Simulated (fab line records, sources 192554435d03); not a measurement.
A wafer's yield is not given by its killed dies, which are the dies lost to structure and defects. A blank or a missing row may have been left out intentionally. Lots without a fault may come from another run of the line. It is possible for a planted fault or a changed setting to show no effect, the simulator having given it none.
fab line records    flow n5Finfet
record: lots: 7  wafers: 39
route steps=1938 shown ZERO_LAYER@4 FIN_SAQP@138 BEOL_M0_SAQP@672 BEOL_M3@993 BEOL_M8@1368
startH: the number of hours between the record's first day and the start of the first shown wafer of the lot    waitH: hours since the lot's step before    " repeats the value in the row above    L1.1+2: a row that stands for several wafers    - value missing, or start not given    * or withheld: withheld    < > ~ a bound
route shown NAME@n: names a module that has steps shown in the file, with the first one's number in the route    usual: average and standard deviation across the fault-free wafers    same: alike in all rows    chamber/n: place in a boat    sites: each site's reading    _std_site: the standard deviation of these    _edge_site: inner sites' mean taken away from outer sites' mean    radiusMm: for every site, how far away it sits from the centre of the wafer    mask NAME#n: copy n    behind: tool/chamber where the wafer was last shaped    hold: why the lot was held/for how many hours/how that ended    device: names the non-switching transistor (n, p or np)    end of line: the route-end tests of the same wafers    step lacking rows: just its recipe    killed: dies lost to structure and defects at the first sort, not the wafer's yield    map: a wafer's dies, marking killed ones x, the rest . and places with no die _
set.NAME: the run value of the setting; set.NAME@STEP: its run value at that earlier step    model.NAME: the simulator's own value behind a step, which no gauge read
lots with deliberately changed settings; one table per step, one row per wafer
== steps ==
step: N5_ZERO_LAYER_PECVD_02
recipe: material: SiO2  targetThkA: 100  tempC: 400  precursor: SiH4/N2O  pressureTorr: 0.75  rfW: 275  timeS: 6
lot.wafer  tool      chamber  startH  waitH  set.timeS  model.SiO2_of_ZERO_LAYER_PECVD_02.thkNm
L077.1     pecvd-02  0        30.28   0.0    3.293      5.544
L077.2     "         2        "       "      3.293      5.606
L077.3     "         1        "       "      3.293      5.311
L077.4     "         0        "       "      6          9.974
L077.5     "         1        "       "      6          9.978
L077.6     "         2        "       "      6          10.09
L080.1     pecvd-01  2        48.29   0.0    4.314      7.132
L080.2     "         1        "       "      6          9.861
L080.3     "         0        "       "      4.314      7.412
L080.4     "         1        "       "      6          10.09
L080.5     "         2        "       "      4.314      7.091
L080.6     "         0        "       "      6          10.24
L081.1     pecvd-01  1        54.28   0.0    6          9.84
L081.2     "         0        "       "      6          9.876
L081.3     "         2        "       "      6          9.784
L081.4     "         2        "       "      6          9.944
L081.5     "         0        "       "      6          10.24
L081.6     "         1        "       "      6          9.924
L088.1     pecvd-02  0        96.28   0.0    4.733      7.763
L088.2     "         1        "       "      6          9.538
L088.3     "         2        "       "      6          9.737
L088.4     "         1        "       "      4.733      7.673
L088.5     "         2        "       "      4.733      7.89
L088.6     "         0        "       "      6          10.01
L093.1     pecvd-01  0        126.28  0.0    9.345      15.55
L093.2     "         2        "       "      9.345      15.36
L093.3     "         1        "       "      6          9.824
L093.4     "         0        "       "      6          10.24
L093.5     "         1        "       "      6          10.03
L093.6     "         2        "       "      9.345      15.67
L094.1     pecvd-01  1        132.28  0.0    6          10.05
L094.3     "         0        "       "      6          10.1
L094.6     "         1        "       "      6          10.2
L096.1     pecvd-04  2        144.28  0.0    4.506      7.231
L096.2     "         1        "       "      4.506      7.525
L096.3     "         0        "       "      6          9.897
L096.4     "         2        "       "      6          10.2
L096.5     "         0        "       "      4.506      7.531
L096.6     "         1        "       "      6          9.988
step: N5_FIN_SAQP_SPACER2_ALD_28
recipe: material: SiO2  targetThkA: 81  tempC: 300  aldPrecursorFamily: BDEAS  aldCoReactant: O2-plasma  pulseTimeS: 1  purgeTimeS: 2  coReactantPurgeTimeS: 2  pressureTorr: 2
lot.wafer       tool       chamber    startH  waitH  set.targetThkA  model.SiO2_of_FIN_SAQP_SPACER2_ALD_28.thkNm
L077.1+2        aldSin-03  2,0        44.23   0.1    81              8.2
L077.3+5+6      "          1,0,3      "       "      65.59           6.6
L077.4          "          3          "       "      81              8
L080.1+4        aldSin-04  2,0        61.46   0.1    81              8.2
L080.2+3+5+6    "          3,1,2,1    "       "      81              8
L081.1+5        aldSin-04  2          67.37   0.3    81              8.2
L081.2+3+4+6    "          0,1,3,1    "       "      81              8
L088.1          aldSin-04  0          110.30  0.3    81              8.2
L088.2+3+4+5+6  "          2,1,3,3,2  "       "      81              8
L093.1+3+4+5+6  aldSin-04  3,2,1,2,1  139.92  0.1    81              8
L093.2          "          0          "       "      81              8.2
L094.1+3+6      aldSin-03  1,3,2      146.48  0.1    81              8
L096.1+3+4      aldSin-01  1,0,2      157.15  0.1    81              8.2
L096.2+5+6      "          3,0,3      "       "      110.8           11
step: N5_FIN_SAQP_SPACER2_ETCHBACK_29
recipe: chemistry: CHF3/O2  mode: anisotropicEtchback  target: SiO2  targetDepthA: 122  timeS: 6.1  pressureMtorr: 30  sourceW: 650  biasW: 170  Ar_flow_sccm: 200  CHF3_flow_sccm: 50  O2_flow_sccm: 5  ionEnergyEv: 200
step: N5_FIN_SAQP_MANDREL2_REMOVE_60
recipe: chemistry: HBr/Cl2/O2  btTimeS: 10  target: a-Si  stopOn: SiNx  endpoint: OES-SiCl  overEtchFrac: 1  icpW: 600  biasW: 22  HBr_flow_sccm: 150  Cl2_flow_sccm: 80  O2_flow_sccm: 5  pressureMtorr: 10
lot.wafer       tool      chamber    startH  waitH  set.targetThkA@FIN_SAQP_SPACER2_ALD_28  model.FIN_SAQP.cdNm
L077.1          rieSi-03  0          44.70   0.1    81                                      8.2
L077.2          "         1          "       "      81                                      8
L077.3+6        "         2,3        "       "      65.59                                   6.4
L077.4          "         3          "       "      81                                      7.8
L077.5          "         0          "       "      65.59                                   6.6
L080.1+2+4+6    rieSi-03  3,0,3,1    61.87   0.1    81                                      8
L080.3+5        "         1,0        "       "      81                                      8.2
L081.1+2+3+5+6  rieSi-02  2,3,0,1,0  67.80   0.1    81                                      8.2
L081.4          "         1          "       "      81                                      8
L088.1          rieSi-02  0          110.71  0.1    81                                      8.2
L088.2+3+4+6    "         2,3,1,3    "       "      81                                      8
L088.5          "         2          "       "      81                                      7.8
L093.1+4+5+6    rieSi-02  0,3,3,2    140.33  0.1    81                                      8
L093.2+3        "         2,1        "       "      81                                      8.2
L094.1+3        rieSi-02  0,3        146.89  0.1    81                                      8
L094.6          "         0          "       "      81                                      8.2
L096.1          rieSi-03  2          157.56  0.1    81                                      8.2
L096.2+6        "         1,2        "       "      110.8                                   11
L096.3+4        "         0,3        "       "      81                                      8
L096.5          "         3          "       "      110.8                                   10.8
step: N5_FIN_SAQP_CD_MEAS_31
recipe: targetCdNm: 8  landingEnergyEv: 1000  detector: seInlens  polarity: line
usual: cdNm: 8.05/0.24
lot.wafer  tool      chamber  startH  waitH  set.targetThkA@FIN_SAQP_SPACER2_ALD_28  cdNm
L077.1     cdSem-02  0        44.81   0.1    81                                      8.15
L077.2     "         0        "       "      81                                      7.97
L077.3     "         0        "       "      65.59                                   6.68
L077.4     "         0        "       "      81                                      7.41
L077.5     "         0        "       "      65.59                                   6.70
L077.6     "         0        "       "      65.59                                   6.41
L080.1     cdSem-02  0        61.98   0.1    81                                      8.11
L080.2     "         0        "       "      81                                      8.01
L080.3     "         0        "       "      81                                      8.20
L080.4     "         0        "       "      81                                      7.68
L080.5     "         0        "       "      81                                      7.77
L080.6     "         0        "       "      81                                      8.12
L081.1     cdSem-03  0        67.91   0.1    81                                      8.17
L081.2     "         0        "       "      81                                      7.85
L081.3     "         0        "       "      81                                      8.35
L081.4     "         0        "       "      81                                      7.60
L081.5     "         0        "       "      81                                      8.23
L081.6     "         0        "       "      81                                      8.28
L088.1     cdSem-01  0        110.83  0.1    81                                      7.89
L088.2     "         0        "       "      81                                      8.12
L088.3     "         0        "       "      81                                      7.96
L088.4     "         0        "       "      81                                      7.76
L088.5     "         0        "       "      81                                      7.71
L088.6     "         0        "       "      81                                      7.85
L093.1     cdSem-01  0        140.44  0.1    81                                      7.75
L093.2     "         0        "       "      81                                      7.83
L093.3     "         0        "       "      81                                      7.91
L093.4     "         0        "       "      81                                      8.07
L093.5     "         0        "       "      81                                      8.10
L093.6     "         0        "       "      81                                      8.07
L094.1     cdSem-01  0        147.00  0.1    81                                      7.77
L094.3     "         0        "       "      81                                      8.39
L094.6     "         0        "       "      81                                      8.20
L096.1     cdSem-03  0        157.67  0.1    81                                      8.45
L096.2     "         0        "       "      110.8                                   11.23
L096.3     "         0        "       "      81                                      7.74
L096.4     "         0        "       "      81                                      8.15
L096.5     "         0        "       "      110.8                                   10.71
L096.6     "         0        "       "      110.8                                   11.25
step: N5_FIN_SAQP_HM_OPEN_33
recipe: chemistry: CH3F/O2  target: SiNx  maskMaterial: SiO2  targetDepthA: 494  timeS: 70.6  pressureMtorr: 30  sourceW: 395  biasW: 73  Ar_flow_sccm: 150  CH3F_flow_sccm: 30  O2_flow_sccm: 20  ionEnergyEv: 120  ends: cleared
lot.wafer     tool        chamber  startH  waitH  set.targetThkA@FIN_SAQP_SPACER2_ALD_28  model.FIN_SAQP.cdNm
L077.1+2      rieDiel-05  1,2      44.86   0.0    81                                      8.2
L077.3+6      "           3        "       "      65.59                                   6.4
L077.4        "           0        "       "      81                                      8
L077.5        "           2        "       "      65.59                                   6.8
L080.1+2+3+4  rieDiel-01  3,0,2,1  62.03   0.0    81                                      8
L080.5        "           0        "       "      81                                      8.2
L080.6        "           1        "       "      81                                      7.8
L081.1+3+4+6  rieDiel-05  2,1,0,1  68.06   0.2    81                                      8.2
L081.2        "           3        "       "      81                                      8
L081.5        "           2        "       "      81                                      8.4
L088.1+4+6    rieDiel-02  2,1,1    110.88  0.0    81                                      8.2
L088.2+3+5    "           3,0,0    "       "      81                                      8
L093.1+2      rieDiel-02  2,3      140.63  0.2    81                                      8
L093.3        "           1        "       "      81                                      8.2
L093.4+5+6    "           0,3,0    "       "      81                                      7.8
L094.1+3      rieDiel-01  2,3      147.05  0.0    81                                      8
L094.6        "           1        "       "      81                                      8.2
L096.1+3      rieDiel-02  0,2      157.72  0.0    81                                      8.2
L096.2+5+6    "           1,2,3    "       "      110.8                                   11
L096.4        "           3        "       "      81                                      7.8
step: N5_FIN_SAQP_ETCH_34
recipe: chemistry: C4F6/O2  target: SiO2  targetDepthA: 450  timeS: 15  ionEnergyEv: 250  pressureMtorr: 30  sourceW: 345  biasW: 185  Ar_flow_sccm: 300  C4F6_flow_sccm: 10  O2_flow_sccm: 10  ends: cleared
step: N5_FIN_SAQP_STRIP_77
recipe: chemistry: N2/H2  timeS: 90  powerW: 100  tempC: 40  pressureMtorr: 100  rfFrequencyHz: 6e+07  biasPowerW: 3  n2FlowSccm: 300  h2FlowSccm: 300
step: N5_FIN_SAQP_HM_CD_35
recipe: targetCdNm: 8  polarity: line
usual: cdNm: 8.12/0.24
lot.wafer  tool      chamber  startH  waitH  set.targetThkA@FIN_SAQP_SPACER2_ALD_28  cdNm
L077.1     cdSem-01  -        45.07   0.1    81                                      7.97
L077.2     "         -        "       "      81                                      8.17
L077.3     "         -        "       "      65.59                                   6.74
L077.4     "         -        "       "      81                                      8.19
L077.5     "         -        "       "      65.59                                   6.67
L077.6     "         -        "       "      65.59                                   6.35
L080.1     cdSem-02  -        62.25   0.1    81                                      7.84
L080.2     "         -        "       "      81                                      8.00
L080.3     "         -        "       "      81                                      7.98
L080.4     "         -        "       "      81                                      7.69
L080.5     "         -        "       "      81                                      7.96
L080.6     "         -        "       "      81                                      7.80
L081.1     cdSem-02  -        68.28   0.1    81                                      8.27
L081.2     "         -        "       "      81                                      8.18
L081.3     "         -        "       "      81                                      8.31
L081.4     "         -        "       "      81                                      8.56
L081.5     "         -        "       "      81                                      8.35
L081.6     "         -        "       "      81                                      8.23
L088.1     cdSem-01  -        111.09  0.1    81                                      8.02
L088.2     "         -        "       "      81                                      7.84
L088.3     "         -        "       "      81                                      7.84
L088.4     "         -        "       "      81                                      8.11
L088.5     "         -        "       "      81                                      7.80
L088.6     "         -        "       "      81                                      8.05
L093.1     cdSem-02  -        140.85  0.1    81                                      8.24
L093.2     "         -        "       "      81                                      8.57
L093.3     "         -        "       "      81                                      8.09
L093.4     "         -        "       "      81                                      7.95
L093.5     "         -        "       "      81                                      7.93
L093.6     "         -        "       "      81                                      7.39
L094.1     cdSem-02  -        147.27  0.1    81                                      7.98
L094.3     "         -        "       "      81                                      8.12
L094.6     "         -        "       "      81                                      8.14
L096.1     cdSem-02  -        157.94  0.1    81                                      8.12
L096.2     "         -        "       "      110.8                                   11.21
L096.3     "         -        "       "      81                                      8.06
L096.4     "         -        "       "      81                                      8.08
L096.5     "         -        "       "      110.8                                   10.88
L096.6     "         -        "       "      110.8                                   11.22
step: N5_FIN_SAQP_ETCH_64
recipe: chemistry: CF4  target: SiO2  targetDepthA: 15  ionEnergyEv: 350  pressureMtorr: 10  icpW: 800  biasW: 400  cf4FlowSccm: 80
step: N5_FIN_SAQP_FIN_ETCH_36
recipe: chemistry: HBr/Cl2/O2  targetDepthA: 1200  maskMaterial: SiNx  timeS: 50.4  biasW: 102  pressureMtorr: 10  icpW: 800  HBr_flow_sccm: 150  Cl2_flow_sccm: 80  O2_flow_sccm: 12
lot.wafer     tool      chamber  startH  waitH  set.targetThkA@FIN_SAQP_SPACER2_ALD_28  model.FIN_SAQP.cdNm
L077.1+4      rieSi-04  3,0      45.14   0.0    81                                      8
L077.2        "         2        "       "      81                                      8.2
L077.3+5      "         1        "       "      65.59                                   6.8
L077.6        "         2        "       "      65.59                                   6.6
L080.1+2+4    rieSi-04  2,1,0    62.32   0.0    81                                      8
L080.3+5+6    "         3,1,0    "       "      81                                      8.2
L081.1+4+5+6  rieSi-03  1,3,0,1  68.35   0.0    81                                      8.2
L081.2+3      "         3,0      "       "      81                                      8
L088.1+3      rieSi-02  1,2      111.16  0.0    81                                      7.6
L088.2+6      "         3,2      "       "      81                                      8
L088.4        "         0        "       "      81                                      8.4
L088.5        "         1        "       "      81                                      7.2
L093.1+2      rieSi-04  2,3      140.92  0.0    81                                      8
L093.3        "         0        "       "      81                                      8.4
L093.4        "         1        "       "      81                                      7.8
L093.5        "         0        "       "      81                                      8.2
L093.6        "         3        "       "      81                                      7.4
L094.1        rieSi-04  1        147.34  0.0    81                                      8
L094.3        "         3        "       "      81                                      7.8
L094.6        "         1        "       "      81                                      8.2
L096.1+4      rieSi-04  1,3      158.01  0.0    81                                      8
L096.2+6      "         0,2      "       "      110.8                                   11.4
L096.3        "         2        "       "      81                                      8.2
L096.5        "         1        "       "      110.8                                   11
step: N5_FIN_SAQP_CD_MEAS_37
recipe: targetCdNm: 8  polarity: line
usual: cdNm: 8.1/0.34
lot.wafer  tool      chamber  startH  waitH  set.targetThkA@FIN_SAQP_SPACER2_ALD_28  cdNm
L077.1     cdSem-01  -        45.26   0.1    81                                      7.8
L077.2     "         -        "       "      81                                      8.3
L077.3     "         -        "       "      65.59                                   6.9
L077.4     "         -        "       "      81                                      8.1
L077.5     "         -        "       "      65.59                                   6.8
L077.6     "         -        "       "      65.59                                   6.6
L080.1     cdSem-02  -        62.45   0.1    81                                      8.3
L080.2     "         -        "       "      81                                      8.0
L080.3     "         -        "       "      81                                      8.3
L080.4     "         -        "       "      81                                      8.0
L080.5     "         -        "       "      81                                      8.4
L080.6     "         -        "       "      81                                      8.4
L081.1     cdSem-02  -        68.47   0.1    81                                      8.1
L081.2     "         -        "       "      81                                      7.9
L081.3     "         -        "       "      81                                      7.7
L081.4     "         -        "       "      81                                      8.1
L081.5     "         -        "       "      81                                      8.3
L081.6     "         -        "       "      81                                      8.0
L088.1     cdSem-01  -        111.28  0.1    81                                      7.6
L088.2     "         -        "       "      81                                      8.3
L088.3     "         -        "       "      81                                      7.4
L088.4     "         -        "       "      81                                      8.4
L088.5     "         -        "       "      81                                      7.3
L088.6     "         -        "       "      81                                      7.9
L093.1     cdSem-03  -        141.04  0.1    81                                      8.1
L093.2     "         -        "       "      81                                      8.3
L093.3     "         -        "       "      81                                      8.4
L093.4     "         -        "       "      81                                      7.4
L093.5     "         -        "       "      81                                      8.3
L093.6     "         -        "       "      81                                      7.7
L094.1     cdSem-01  -        147.46  0.1    81                                      7.8
L094.3     "         -        "       "      81                                      7.9
L094.6     "         -        "       "      81                                      8.2
L096.1     cdSem-01  -        158.13  0.1    81                                      7.8
L096.2     "         -        "       "      110.8                                   11.5
L096.3     "         -        "       "      81                                      8.5
L096.4     "         -        "       "      81                                      7.9
L096.5     "         -        "       "      110.8                                   10.9
L096.6     "         -        "       "      110.8                                   11.6
step: N5_BEOL_M0_SAQP_ETCH_106
recipe: chemistry: N2/H2  target: SOC  targetDepthA: 1500  stopOn: SiNx  ionEnergyEv: 100  biasW: 61  pressureMtorr: 30  sourceW: 850  n2FlowSccm: 200  h2FlowSccm: 200
lot.wafer   tool        chamber  startH  waitH  set.targetDepthA  model.SOC_of_BEOL_M0_SAQP_COAT_105.thkNm
L077.1+4+6  rieDiel-06  1,2,0    127.12  -      2324              0
L077.2      "           0        "       "      1500              22.2
L077.3      "           3        "       "      1500              26.6
L077.5      "           1        "       "      1500              24.4
L080.1      rieDiel-03  2        144.55  -      1500              21.2
L080.2      "           0        "       "      1500              19.6
L080.3      "           3        "       "      1500              22.2
L080.4      "           2        "       "      1500              20.6
L080.5      "           0        "       "      1500              19.2
L080.6      "           3        "       "      1500              21.4
L081.1+4+5  rieDiel-06  2,1,3    149.65  -      2341              0
L081.2      "           3        "       "      1500              25
L081.3+6    "           0        "       "      1500              20.6
L088.1+3+4  rieDiel-03  3,1,3    199.21  -      2310              0
L088.2      "           0        "       "      1500              19
L088.5      "           0        "       "      1500              20.2
L088.6      "           1        "       "      1500              22.2
L093.1      rieDiel-06  3        225.98  -      1500              26.4
L093.2      "           1        "       "      1500              23.2
L093.3+6    "           0        "       "      1500              22
L093.4      "           2        "       "      1500              23.4
L093.5      "           1        "       "      1500              22.8
L094.1      rieDiel-04  3        228.47  -      1500              24.4
L094.3      "           1        "       "      1500              23.8
L094.6      "           2        "       "      1500              23.6
L096.1      rieDiel-03  1        251.69  -      955.9             50.6
L096.2      "           0        "       "      955.9             48
L096.3      "           2        "       "      955.9             48.6
L096.4      "           0        "       "      1500              19.2
L096.5      "           1        "       "      1500              21.8
L096.6      "           2        "       "      1500              19.4
step: N5_BEOL_M3_CVD_47
recipe: material: Co  targetThkA: 30  tempC: withheld  precursor: CCTBA/H2  pressureTorr: 30  timeS: 223.8
lot.wafer     tool      chamber  startH  waitH  set.targetThkA  model.Co_of_BEOL_M3_CVD_47.thkNm
L077.1+4+5    cvdCo-01  0,2,0    163.81  0.1    30              3
L077.2        "         2        "       "      44.09           4.4
L077.3        "         1        "       "      44.09           4.2
L077.6        "         1        "       "      44.09           4
L080.1        cvdCo-01  2        185.37  0.1    24.09           2.6
L080.2+5      "         0,2      "       "      30              3
L080.3        "         1        "       "      24.09           2.2
L080.4        "         1        "       "      30              2.8
L080.6        "         0        "       "      24.09           2.4
L081.1+2+3+4  cvdCo-01  0,1,2,0  188.71  0.3    30              3
L081.5        "         2        "       "      30              3.2
L081.6        "         1        "       "      30              2.8
L088.1+6      cvdCo-01  0,1      231.02  0.3    35.19           3.4
L088.2+3+4    "         2,1,0    "       "      30              2.8
L088.5        "         2        "       "      35.19           3.6
L094.1+3      cvdCo-02  0        269.74  0.0    30              3
L094.6        "         0        "       "      30              3.2
L093.1+5+6    cvdCo-02  0,0,1    273.40  0.0    30              3
L093.2        "         1        "       "      23.54           2.2
L093.3+4      "         1,0      "       "      23.54           2.4
L096.1+6      cvdCo-01  1        286.87  0.1    30              2.6
L096.2+3+4    "         2,0,2    "       "      19.36           2
L096.5        "         0        "       "      30              2.8
step: N5_BEOL_M3_DEP_57
recipe: material: SiCN  targetThkA: 80  tempC: withheld  precursor: 3MS/NH3  pressureTorr: 3  rfW: 202  timeS: 14
lot.wafer       tool      chamber    startH  waitH  set.timeS  model.SiCN_of_BEOL_M3_DEP_57.thkNm
L077.1+2+3      pecvd-04  2,1,0      166.71  0.0    14         8
L077.4+5+6      "         1,0,2      "       "      14         8.2
L080.1          pecvd-03  2          188.64  0.0    14         8.2
L080.2+5        "         0          "       "      14         8
L080.3          "         1          "       "      21.71      12.2
L080.4+6        "         1,2        "       "      21.71      12.6
L081.1+2+3      pecvd-04  1,2,0      192.27  0.0    14         8
L081.4+5+6      "         2,1,0      "       "      14         8.2
L088.1+3+4+5+6  pecvd-04  2,2,1,1,2  235.16  0.0    14         8.2
L088.2          "         1          "       "      14         8
L094.1+6        pecvd-03  2,1        272.78  0.0    14         8.2
L094.3          "         2          "       "      14         8.4
L093.1          pecvd-01  0          278.45  0.0    19.08      10.4
L093.2          "         1          "       "      19.08      10.6
L093.3+4        "         2,0        "       "      14         8
L093.5          "         1          "       "      19.08      10.8
L093.6          "         2          "       "      14         8.2
L096.1+5        pecvd-01  2,0        290.43  0.0    14         8
L096.2+4        "         0,1        "       "      17.07      9.6
L096.3          "         1          "       "      14         7.8
L096.6          "         2          "       "      17.07      10
step: N5_BEOL_M8_DESCUM_33
recipe: chemistry: O2  timeS: 7  sourcePowerW: 50  biasPowerW: 20  pressureMtorr: 20  rfFrequencyHz: 2.712e+07  tempC: 40  resist: CAR-EUV  o2FlowSccm: 225
lot.wafer       tool        chamber    startH  waitH  set.timeS  model.CAR-EUV_of_BEOL_M8_COAT_22.thkNm
L077.1+2+3+4+6  rieDiel-01  1,3,0,0,1  221.95  1.3    7          26
L077.5          "           3          "       "      7          25.8
L080.1+4        rieDiel-01  1,0        233.16  0.8    7          26
L080.2          "           0          "       "      7          26.2
L080.3+5+6      "           3,3,1      "       "      3.383      27.8
L081.1+2+4+5+6  rieDiel-02  0,2,1,2,1  238.07  0.7    7          26
L081.3          "           3          "       "      7          25.8
L088.1+2+3+6    rieDiel-02  1,2,3,3    282.01  0.0    7          26.2
L088.4+5        "           0          "       "      7          26
L094.1+3+6      rieDiel-01  2,3,1      321.65  0.0    7          25.8
L093.1+3+6      rieDiel-05  1,2,0      325.61  0.5    10.39      24.2
L093.2+5        "           3          "       "      7          26
L093.4          "           0          "       "      7          25.8
L096.1+3        rieDiel-05  0,2        332.78  0.0    7          26.2
L096.2+4+5+6    "           1,3,3,2    "       "      7          26
step: N5_BEOL_M8_ETCH_72
recipe: chemistry: N2/H2  target: underlayer  targetDepthA: 65  maskMaterial: CAR-EUV  timeS: 5.2  ionEnergyEv: 200  pressureMtorr: 30  sourceW: 840  biasW: 150  n2FlowSccm: 200  h2FlowSccm: 200  ends: cleared
lot.wafer         tool        chamber      startH  waitH  set.timeS@BEOL_M8_DESCUM_33  model.CAR-EUV_of_BEOL_M8_COAT_22.thkNm
L077.1+2+4+5+6    rieDiel-01  1,3,0,3,1    221.99  0.0    7                            20.2
L077.3            "           0            "       "      7                            20.4
L080.1+4          rieDiel-01  1,0          233.20  0.0    7                            20.2
L080.2            "           0            "       "      7                            20.4
L080.3+5+6        "           3,3,1        "       "      3.383                        22
L081.1+2+3+4+5+6  rieDiel-02  0,2,3,1,2,1  238.11  0.0    7                            20.2
L088.1+2+4+5+6    rieDiel-02  1,2,0,0,3    282.04  0.0    7                            20.4
L088.3            "           3            "       "      7                            20.6
L094.1            rieDiel-01  2            321.68  0.0    7                            20
L094.3+6          "           3,1          "       "      7                            20.2
L093.1+6          rieDiel-05  1,0          325.65  0.0    10.39                        18.6
L093.2+4+5        "           3,0,3        "       "      7                            20.2
L093.3            "           2            "       "      10.39                        18.4
L096.1+3+4+5      rieDiel-05  0,2,3,3      332.81  0.0    7                            20.4
L096.2+6          "           1,2          "       "      7                            20.2
== key ==
split: step: N5_ZERO_LAYER_PECVD_02  setting: timeS  stated: 6  by: wafer
response: step: N5_ZERO_LAYER_PECVD_02  reading: model.SiO2_of_ZERO_LAYER_PECVD_02.thkNm  change: +0.0996  per: 1%  r: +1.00
split: step: N5_FIN_SAQP_SPACER2_ALD_28  setting: targetThkA  stated: 81  by: wafer
response: step: N5_FIN_SAQP_SPACER2_ALD_28  reading: model.SiO2_of_FIN_SAQP_SPACER2_ALD_28.thkNm  change: +0.0771  per: 1%  r: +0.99
response: step: N5_FIN_SAQP_MANDREL2_REMOVE_60  reading: model.FIN_SAQP.cdNm  change: +0.0785  per: 1%  r: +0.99
response: step: N5_FIN_SAQP_CD_MEAS_31  reading: cdNm  change: +0.0771  per: 1%  r: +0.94
response: step: N5_FIN_SAQP_HM_OPEN_33  reading: model.FIN_SAQP.cdNm  change: +0.0807  per: 1%  r: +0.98
response: step: N5_FIN_SAQP_HM_CD_35  reading: cdNm  change: +0.0816  per: 1%  r: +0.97
response: step: N5_FIN_SAQP_FIN_ETCH_36  reading: model.FIN_SAQP.cdNm  change: +0.0834  per: 1%  r: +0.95
response: step: N5_FIN_SAQP_CD_MEAS_37  reading: cdNm  change: +0.0848  per: 1%  r: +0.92
split: step: N5_BEOL_M0_SAQP_ETCH_106  setting: targetDepthA  stated: 1500  by: wafer
response: step: N5_BEOL_M0_SAQP_ETCH_106  reading: model.SOC_of_BEOL_M0_SAQP_COAT_105.thkNm  change: -0.455  per: 1%  r: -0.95
split: step: N5_BEOL_M3_CVD_47  setting: targetThkA  stated: 30  by: wafer
response: step: N5_BEOL_M3_CVD_47  reading: model.Co_of_BEOL_M3_CVD_47.thkNm  change: +0.0252  per: 1%  r: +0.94
split: step: N5_BEOL_M3_DEP_57  setting: timeS  stated: 14  by: wafer
response: step: N5_BEOL_M3_DEP_57  reading: model.SiCN_of_BEOL_M3_DEP_57.thkNm  change: +0.0774  per: 1%  r: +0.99
split: step: N5_BEOL_M8_DESCUM_33  setting: timeS  stated: 7  by: wafer
response: step: N5_BEOL_M8_DESCUM_33  reading: model.CAR-EUV_of_BEOL_M8_COAT_22.thkNm  change: -0.0346  per: 1%  r: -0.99
response: step: N5_BEOL_M8_ETCH_72  reading: model.CAR-EUV_of_BEOL_M8_COAT_22.thkNm  change: -0.034  per: 1%  r: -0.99
